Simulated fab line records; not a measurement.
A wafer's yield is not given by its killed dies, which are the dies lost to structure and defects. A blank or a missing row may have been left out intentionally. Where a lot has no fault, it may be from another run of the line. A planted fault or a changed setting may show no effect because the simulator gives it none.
Chamber matching / flow nandHarc / NHARC_A_CHANNEL_HOLE_D2_ETCH_44 on rieDiel-11 has 4 sister chambers
The step etches the open film in CF4/O2, target depth 140 nm, overetch 14 nm, time 77 s. 4 wafers are shown with their chamber, then 7 later ones without.

== WAFERS PAIRED WITH THEIR CHAMBERS ==
wafer=L078.6; chamber=1; showerheadPlenumPTorr (Torr)=1.28
wafer=L079.6; chamber=3; showerheadPlenumPTorr (Torr)=1.35
wafer=L081.1; chamber=2; showerheadPlenumPTorr (Torr)=1.25
wafer=L081.3; chamber=0; showerheadPlenumPTorr (Torr)=1.36

== WAFERS WITHOUT THEIR CHAMBER ==
wafer=L081.6; showerheadPlenumPTorr (Torr)=1.28
wafer=L084.2; showerheadPlenumPTorr (Torr)=1.34
wafer=L084.3; showerheadPlenumPTorr (Torr)=1.36
wafer=L084.5; showerheadPlenumPTorr (Torr)=1.28
wafer=L087.4; showerheadPlenumPTorr (Torr)=1.36
wafer=L087.5; showerheadPlenumPTorr (Torr)=1.25
wafer=L087.6; showerheadPlenumPTorr (Torr)=1.34

== WHICH CHAMBER EACH ONE RAN IN ==
wafer=L081.6; from the rows above=1; in truth=1
wafer=L084.2; from the rows above=can't be placed: 3 or 0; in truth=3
wafer=L084.3; from the rows above=can't be placed: 0 or 3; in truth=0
wafer=L084.5; from the rows above=1; in truth=1
wafer=L087.4; from the rows above=can't be placed: 0 or 3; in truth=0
wafer=L087.5; from the rows above=2; in truth=2
wafer=L087.6; from the rows above=can't be placed: 3 or 0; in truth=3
3 of 7 placed correctly. From these rows, 4 cannot be placed; in 4 the true chamber is one of the candidates. Number placed wrongly: 0.
How it was worked out, from the rows above alone: a wafer's distance from a chamber is the root of the sum, over the readings, of the square of ((its reading less the chamber's mean) divided by the reading's scatter). If the next closest chamber is less than 2 further off than the closest, the wafer can't be placed; otherwise it belongs to the closest. The mean given for a chamber averages the wafers shown for that chamber. The scatter: with one shown wafer a chamber, the root of the mean of the squares of how far each hidden wafer lies from its nearest shown one.
